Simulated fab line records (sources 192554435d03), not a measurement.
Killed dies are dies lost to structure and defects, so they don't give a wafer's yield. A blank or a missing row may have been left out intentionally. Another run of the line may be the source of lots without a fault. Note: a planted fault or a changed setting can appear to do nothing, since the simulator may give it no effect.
Lot-split experiment -- flow n5-finfet -- route with 1938 steps; 7 lots, 39 wafers read

== SPLIT DETAILS ==
At N5_MOL_CONTACT_COAG_VIA_ETCH_46 (etches SiO2 in C4F6/O2, target depth 46 nm, overetch 9.2 nm, time 40 s), the setting target-depth-a was moved away from the recipe's 460 angstrom on 12 of the 39 wafers read, by -45.8% to +49.4%. The other wafers ran this setting at the recipe's value.

The reading comes from the split's own step.

== THE READING ==
SOC_of_MOL_CONTACT_COAG_COAT_75.thk-nm (the simulator's own value, which no gauge read), in nm, at N5_MOL_CONTACT_COAG_VIA_ETCH_46 (etches SiO2 in C4F6/O2, target depth 46 nm, overetch 9.2 nm, time 40 s). No usual value for it is given in the file. Across the 27 wafers here that went through the recipe, the average is 50.7 nm and the standard deviation 0.35 nm.

wafer,"tool, chamber at the split","target-depth-a as run, angstrom",against the recipe,"SOC_of_MOL_CONTACT_COAG_COAT_75.thk-nm, nm",against lot-mates on the recipe
L075.1,"rie-diel-05, 2,3",460,recipe,50.4,-
L075.2,"rie-diel-05, 2,3",460,recipe,50.4,-
L075.3,"rie-diel-05, 1",460,recipe,51.2,-
L075.6,"rie-diel-05, 1",460,recipe,51.2,-
L075.4,"rie-diel-05, 0",460,recipe,51,-
L075.5,"rie-diel-05, 0",460,recipe,51,-
L076.1,"rie-diel-05, 3",687.4,+49.4%,47.4,-3.2
L076.2,"rie-diel-05, 0",460,recipe,50.8,-
L076.3,"rie-diel-05, 1",460,recipe,51,-
L076.4,"rie-diel-05, 2",460,recipe,50,-
L076.5,"rie-diel-05, 2",687.4,+49.4%,47.2,-3.4
L076.6,"rie-diel-05, 1",687.4,+49.4%,48.2,-2.4
L079.1,"rie-diel-05, 1",460,recipe,51,-
L079.5,"rie-diel-05, 1",460,recipe,51,-
L079.2,"rie-diel-05, 2,3,3",460,recipe,50.4,-
L079.3,"rie-diel-05, 2,3,3",460,recipe,50.4,-
L079.6,"rie-diel-05, 2,3,3",460,recipe,50.4,-
L079.4,"rie-diel-05, 2",460,recipe,50.2,-
L080.2,"rie-diel-04, 0",460,recipe,51,-
L080.3,"rie-diel-04, 1",460,recipe,50.8,-
L080.5,"rie-diel-04, 1",460,recipe,50.6,-
L083.1,"rie-diel-05, 1",460,recipe,51,-
L083.2,"rie-diel-05, 2,3",249.4,-45.8%,52.8,+2.3
L083.4,"rie-diel-05, 2,3",249.4,-45.8%,52.8,+2.3
L083.3,"rie-diel-05, 0",460,recipe,50.6,-
L083.5,"rie-diel-05, 2",249.4,-45.8%,52.6,+2.1
L083.6,"rie-diel-05, 3",460,recipe,50,-
L087.1,"rie-diel-01, 3",331.8,-27.9%,52.4,+1.5
L087.2,"rie-diel-01, 0",460,recipe,50.8,-
L087.3,"rie-diel-01, 1,3",460,recipe,51,-
L087.6,"rie-diel-01, 1,3",460,recipe,51,-
L087.4,"rie-diel-01, 2",331.8,-27.9%,52.8,+1.9
L087.5,"rie-diel-01, 2",331.8,-27.9%,52.6,+1.7
L093.1,"rie-diel-04, 1,0",460,recipe,50.8,-
L093.3,"rie-diel-04, 1,0",460,recipe,50.8,-
L093.2,"rie-diel-04, 3",460,recipe,51.2,-
L093.4,"rie-diel-04, 2",366.3,-20.4%,51.8,+0.9
L093.5,"rie-diel-04, 3",366.3,-20.4%,52.2,+1.3
L093.6,"rie-diel-04, 2",366.3,-20.4%,51.6,+0.7
If several chambers appear in one row, that row covers several wafers at once and the file leaves open which wafer was in which chamber.

FIT RESULTS
A straight line over all 39 wafers: SOC_of_MOL_CONTACT_COAG_COAT_75.thk-nm changes by -0.0565 nm for each +1% of target-depth-a; r = -0.95; the points scatter about the line by 0.39 nm.
The same after taking each lot's own level away (the mean of its wafers on the recipe; 39 wafers): -0.0553 nm for each +1%; r = -0.96; scatter 0.33 nm.
Per that fit: largest target-depth-a move, reading shift of 2.7 nm.
From 50.53 to 50.93 nm: that is the span of the lots' own levels, equal to 1.2 times the standard deviation above.
So the lot-to-lot level changes the slope little: the two slopes agree.
Check: -2.68 nm against its lot-mates is what the line predicts for one of the wafers moved furthest among these (+49.4%) when that wafer is left out of the fit. It came out at -3.2 nm against them.

== THE FILE'S OWN FIT ==
SOC_of_MOL_CONTACT_COAG_COAT_75.thk-nm changes by -0.0549 nm for each +1% of target-depth-a, r = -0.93.
